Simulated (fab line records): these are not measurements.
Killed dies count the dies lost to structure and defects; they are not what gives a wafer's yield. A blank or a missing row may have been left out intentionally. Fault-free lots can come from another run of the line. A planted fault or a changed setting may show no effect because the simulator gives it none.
The same fault as seen by 2 desks ; flow n5_finfet ; every desk sees just its own numbers, and what lay behind them comes last

== METROLOGY DESK ==
What the gauges read for every lot (on any tool): the sampled wafers with a number, averaged. Marked OUT: a lot whose mean sits more than 4 standard deviations from the usual mean, which makes it out of limits; the brackets give that distance.
Columns: A = M11_THK at N5_BEOL_M11_THK_MEAS_53, usual 140.1 nm; B = M11_RS at N5_BEOL_M11_RS_MEAS_57, usual 0.1505 ohm/sq
lot;first seen here;A;B
L123;day 12 11:04;139.2;0.1516
L133;day 15 00:24;138.7;0.1533
L136;day 15 16:20;135.9;0.1537
L141;day 17 15:09;140.7;0.1513
L143;day 18 06:31;140.7;0.1504
L146;day 18 16:19;140.6;0.1504
Finding of this desk: none of the 6 lots has anything out of limits.

== FOR THE TOOL OWNER'S DESK: pecvd-04 ==
The tool's own readings at N5_BEOL_M11_DEP_56 (deposits SiCN from 3MS/NH3, target thk 30 nm, time 10.5 s): means of the sampled wafers that have a number, for each lot that ran on this tool. Marked OUT: a lot whose mean sits more than 4 standard deviations from the usual mean, which makes it out of limits; the brackets give that distance.
Columns: A = chamber_pressure_Torr at N5_BEOL_M11_DEP_56, usual 3.001 Torr; B = showerhead_plenum_p_Torr at N5_BEOL_M11_DEP_56, usual 4.18 Torr; C = throttle_valve_pct at N5_BEOL_M11_DEP_56, usual 18.0 %
lot;first seen here;A;B;C
L133;day 15 00:28;2.994;4.15;18.0
L136;day 15 16:24;2.999;4.16;17.3
L146;day 18 16:22;2.993;4.16;17.5
Finding of this desk: none of the 3 lots has anything out of limits.

== PUT TOGETHER ==
From the metrology desk's view, nothing was out of limits.
The desk of the tool owner found nothing out of limits.

== WHAT HAD BEEN PUT IN BY THE SIMULATOR ==
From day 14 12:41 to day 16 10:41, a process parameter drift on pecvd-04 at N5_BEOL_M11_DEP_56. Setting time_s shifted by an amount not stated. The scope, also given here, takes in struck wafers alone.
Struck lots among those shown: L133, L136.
